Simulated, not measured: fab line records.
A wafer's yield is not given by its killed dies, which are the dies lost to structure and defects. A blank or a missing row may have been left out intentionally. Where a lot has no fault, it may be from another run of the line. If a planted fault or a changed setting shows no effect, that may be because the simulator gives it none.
fab line records	flow n5Finfet
record lots=6	wafers=18	lastDay=17
route steps=1938 shown BEOL_M11@1598 BEOL_M12@1602
lots that met no fault: taken from a fault-free run of the same line
startH: hours from the record's first day to the start of the lot's first wafer shown	waitH: hours elapsed since this lot's preceding step	" same as the row above	L1.1+2: several wafers, shown together as one row	- no value, or no start given	* or withheld: withheld	< > ~ a bound
route shown NAME@n: NAME is a module with steps in the file, n the number in the route of the first one	usual: mean/standard deviation of fault-free wafers	same: alike in all rows	chamber/n: place in a boat	sites: readings site by site	_std_site: their standard deviation	_edge_site: outer sites' mean less inner sites'	radiusMm: for every site, how far away it sits from the centre of the wafer	mask NAME#n: copy n	behind: the last tool/chamber to shape the wafer	hold: cause of the lot's hold/its duration in hours/its outcome	device: whichever transistor did not switch (one of n, p or np)	end of line: tests run on the same wafers once the route is complete	a step with no rows: only its recipe	killed: not the wafer's yield, but the dies lost to structure and defects at the first sort	map: a wafer's dies, x killed, . not, _ none there
set.NAME: setting as actually run; set.NAME@STEP: the setting as run at that earlier step	model.NAME: the simulator's own value behind a step, which no gauge read
lots at some steps of the route; a table a step, a row a wafer
services: when a tool's chamber went out of use (startH, in hours from the record's first day, below 0 if earlier), for how many hours, and the reason
## steps
# step N5_BEOL_M11_PRE_CLEAN_55
# recipe gas=NH3	timeS=15	tempC=withheld	rfPowerW=300
# step N5_BEOL_M11_DEP_56
# recipe material=SiCN	targetThkA=300	tempC=withheld	precursor=3MS/NH3	pressureTorr=3	rfW=675	timeS=10.5
# usual chamberPressureTorr=2.999/0.0062	showerheadPlenumPTorr=4.162/0.017	showerheadVppV=1614/70	throttleValvePct=18.3/0.97
lot.wafer	tool	chamber	startH	waitH	chamberPressureTorr	showerheadPlenumPTorr	showerheadVppV	throttleValvePct
L638.1	pecvd-02	1	270.47	0.0	3.003	4.189	1603	19.4
L638.3	"	0	"	"	3.004	4.152	1634	18.7
L638.4	"	2	"	"	3.005	4.164	1781	17.3
L636.2	pecvd-02	1	273.57	0.0	2.998	4.196	1581	19.3
L636.3	"	0	"	"	2.992	4.166	1607	18.5
L636.6	"	1	"	"	2.992	4.188	1595	19.3
L640.1	pecvd-03	2	278.76	0.0	2.993	4.165	1628	18.8
L640.2	"	0	"	"	3.004	4.177	1498	18.4
L640.3	"	1	"	"	2.996	4.169	1574	19.2
L641.1	pecvd-04	0	288.74	0.0	2.995	4.161	1591	18.3
L641.5	"	1	"	"	2.994	4.121	1630	18.9
L641.6	"	2	"	"	2.984	4.151	1587	15.9
L646.2	pecvd-04	1	345.11	0.0	3.002	4.125	1646	18.8
L646.5	"	1	"	"	3.013	4.129	1644	18.9
L646.6	"	2	"	"	3.005	4.143	1575	16.2
L651.1	pecvd-02	2	362.80	0.0	3.000	4.165	1755	17.3
L651.2	"	0	"	"	3.002	4.169	1616	18.9
L651.6	"	0	"	"	2.992	4.164	1629	18.6
# step N5_BEOL_M11_RS_MEAS_57
# recipe thkMeasGauge=four-point-probe	reads=Cu_of_BEOL_M11_ECD_50+Co_of_BEOL_M11_CVD_75+TaN_of_BEOL_M11_ALD_74
# usual M11_RS=0.1505/0.0028
lot.wafer	tool	chamber	startH	waitH	M11_RS[ohm/sq]
L638.1	filmMetro-02	-	270.53	0.0	0.1461
L638.3	"	-	"	"	0.1471
L638.4	"	-	"	"	0.1475
L636.2	filmMetro-01	-	273.63	0.0	0.1524
L636.3	"	-	"	"	0.1497
L636.6	"	-	"	"	0.1487
L640.1	filmMetro-01	-	278.82	0.0	0.1487
L640.2	"	-	"	"	0.1486
L640.3	"	-	"	"	0.1499
L641.1	filmMetro-02	-	288.80	0.0	0.1484
L641.5	"	-	"	"	0.1479
L641.6	"	-	"	"	0.1510
L646.2	filmMetro-01	-	345.17	0.0	0.1489
L646.5	"	-	"	"	0.1510
L646.6	"	-	"	"	0.1496
L651.1	filmMetro-02	-	362.87	0.0	0.1485
L651.2	"	-	"	"	0.1477
L651.6	"	-	"	"	0.1488
# step N5_BEOL_M11_INSPECT_58
# recipe inspectInstrument=darkfield	mode=postDep
# usual rawDefectCount=75/26
lot.wafer	tool	chamber	startH	waitH	rawDefectCount
L638.1	defectInspect-02	-	270.56	0.0	33
L638.3	"	-	"	"	33
L638.4	"	-	"	"	81
L636.2	defectInspect-01	-	273.66	0.0	46
L636.3	"	-	"	"	41
L636.6	"	-	"	"	36
L640.1	defectInspect-02	-	278.85	0.0	78
L640.2	"	-	"	"	98
L640.3	"	-	"	"	81
L641.1	defectInspect-02	-	288.83	0.0	84
L641.5	"	-	"	"	122
L641.6	"	-	"	"	117
L646.2	defectInspect-01	-	345.20	0.0	57
L646.5	"	-	"	"	59
L646.6	"	-	"	"	58
L651.1	defectInspect-01	-	362.89	0.0	68
L651.2	"	-	"	"	53
L651.6	"	-	"	"	98
# step N5_BEOL_M12_ILD_DEP_00
# recipe material=SiOC	targetThkA=6589.2	tempC=350	precursor=DEMS/O2	pressureTorr=5	rfW=500	timeS=130.7
# usual chamberPressureTorr=4.999/0.011	heaterPowerW=524/82	showerheadPlenumPTorr=5.689/0.02	showerheadVppV=1391/63	throttleValvePct=12.1/0.73
lot.wafer	tool	chamber	startH	waitH	chamberPressureTorr	heaterPowerW	showerheadPlenumPTorr	showerheadVppV	throttleValvePct
L638.1	pecvd-02	0	270.60	0.0	4.991	421	5.686	1385	12.2
L638.3	"	2	"	"	5.007	627	5.687	1528	11.5
L638.4	"	0	"	"	4.996	438	5.703	1399	12.4
L636.2	pecvd-02	2	273.69	0.0	4.987	552	5.672	1526	11.5
L636.3	"	0	"	"	4.995	445	5.691	1394	12.4
L636.6	"	1	"	"	5.000	661	5.696	1365	13.0
L640.1	pecvd-01	2	278.89	0.0	4.997	491	5.672	1300	11.2
L640.2	"	0	"	"	5.011	473	5.651	1390	13.3
L640.3	"	1	"	"	4.984	602	5.717	1316	12.4
L641.1	pecvd-02	2	288.86	0.0	5.009	621	5.696	1499	11.4
L641.5	"	2	"	"	5.012	501	5.695	1538	11.5
L641.6	"	1	"	"	4.988	613	5.720	1373	12.7
L646.2	pecvd-04	2	345.24	0.0	4.992	550	5.691	1364	10.7
L646.5	"	1	"	"	5.000	509	5.676	1409	12.4
L646.6	"	0	"	"	5.004	373	5.700	1404	12.0
L651.1	pecvd-04	1	362.93	0.0	4.993	498	5.666	1406	12.4
L651.2	"	2	"	"	4.993	554	5.674	1345	10.6
L651.6	"	1	"	"	4.995	501	5.689	1386	12.5
# step N5_BEOL_M12_THK_MEAS_01
# recipe reads=SiOC_of_BEOL_M12_ILD_DEP_00
# usual M12_ILD_THK=658/8.6
lot.wafer	tool	chamber	startH	waitH	M12_ILD_THK[nm]
L638.1	filmMetro-02	-	270.73	0.1	655
L638.3	"	-	"	"	653
L638.4	"	-	"	"	668
L636.2	filmMetro-02	-	273.82	0.1	660
L636.3	"	-	"	"	660
L636.6	"	-	"	"	670
L640.1	filmMetro-01	-	279.02	0.1	654
L640.2	"	-	"	"	648
L640.3	"	-	"	"	651
L641.1	filmMetro-01	-	288.99	0.1	659
L641.5	"	-	"	"	664
L641.6	"	-	"	"	662
L646.2	filmMetro-02	-	345.37	0.1	643
L646.5	"	-	"	"	656
L646.6	"	-	"	"	658
L651.1	filmMetro-01	-	363.06	0.1	653
L651.2	"	-	"	"	639
L651.6	"	-	"	"	660
# step N5_BEOL_M12_COAT_58
# recipe resist=BARC	tempC=205	timeS=60	spinRpm=1500	resistThkNm=89
# step N5_BEOL_M12_COAT_04
# recipe spinRpm=1625	resistThkNm=400
# step N5_BEOL_M12_EBR_06
# recipe solvent=PGMEA	ebrWidthMm=1.5
# step N5_BEOL_M12_SOFTBAKE_05
# recipe tempC=130	timeS=60
# step N5_BEOL_M12_EXPOSE_07
# recipe maskId=V11	na=0.93	sourceShape=conventional	sigmaOuter=0.6	polarization=unpolarized	attpsmPhaseDeg=180	doseMj=32.5
# step N5_BEOL_M12_PEB_08
# recipe pebTempC=130	pebTimeS=90
# step N5_BEOL_M12_DEVELOP_09
# recipe developTimeS=45	rinseLiquid=diw	dry=airSpin	devTempC=21
# usual chillPlateTempC=23.00/0.1	developTimeS=45/0
lot.wafer	tool	chamber	startH	waitH	chillPlateTempC	developTimeS	model.coat_of_BEOL_M12_COAT_04.thkNm
L638.1	lithoTrack-01	0	270.92	-	22.78	45	384.4
L638.3	"	0	"	"	22.83	45	384
L638.4	"	0	"	"	22.69	45	385.4
L636.2	lithoTrack-03	-	274.14	-	-	-	398.6
L636.3	"	-	"	"	-	-	397.4
L636.6	"	-	"	"	-	-	398.4
L640.1	lithoTrack-03	-	279.34	-	-	-	397.6
L640.2	"	-	"	"	-	-	399.6
L640.3	"	-	"	"	-	-	398.6
L641.1	lithoTrack-01	0	289.31	-	22.82	45	384.4
L641.5	"	0	"	"	22.79	45	385.6
L641.6	"	0	"	"	22.89	45	385.6
L646.2	lithoTrack-01	0	345.69	-	23.08	45	385.2
L646.5	"	0	"	"	23.11	45	385.6
L646.6	"	0	"	"	22.99	45	386.2
L651.1	lithoTrack-03	0	363.38	-	22.93	45	384.8
L651.2	"	0	"	"	23.02	45	382.8
L651.6	"	0	"	"	23.04	45	383.4
# step N5_BEOL_M12_HARDBAKE_14
# recipe tempC=130	timeS=120
## services
tool	chamber	startH	hours	kind
pecvd-03	-	272.18	0.5	repair
pecvd-02	-	276.42	0.9	repair
pecvd-04	1	310.94	12.0	repair
pecvd-02	-	311.50	0.8	repair
pecvd-03	2	335.56	2.1	scheduledDown
## key
firstSign step=N5_BEOL_M12_DEVELOP_09	reading=toolRecord	direction=missing
effect none on later readings
modelEffect step=N5_BEOL_M12_DEVELOP_09	value=coat_of_BEOL_M12_COAT_04.thkNm	without=384.2	struck=398.4
metAt N5_BEOL_M12_DEVELOP_09
struckWafers L636.2,L636.3,L636.6,L640.1,L640.2,L640.3
laterRowsLeftOut L636.2,L636.3,L636.6,L640.1,L640.2,L640.3
sortLeftOut L636.2,L636.3,L636.6,L640.1,L640.2,L640.3
earlierFault kind=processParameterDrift	tool=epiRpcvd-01	chamber=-	onsetH=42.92	steps=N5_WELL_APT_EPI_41	channel=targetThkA	offset=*	shape=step	actsIn=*	stated=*
earlierFault kind=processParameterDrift	tool=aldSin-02	chamber=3	onsetH=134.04	steps=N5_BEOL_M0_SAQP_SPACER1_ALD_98	channel=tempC	offset=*	shape=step	actsIn=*	stated=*
fault kind=skippedStepWhole	tool=lithoTrack-03	chamber=-	onsetH=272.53	steps=N5_BEOL_M12_DEVELOP_09	scope=struckLotsOnly
# sortLeftOut: the simulated sort isn't trusted on such a fault, so these wafers' sort isn't shown, and their yield isn't known
# laterRowsLeftOut: the simulator's readings of these wafers behind a module that went badly wrong aren't trusted and aren't shown, but for the sort
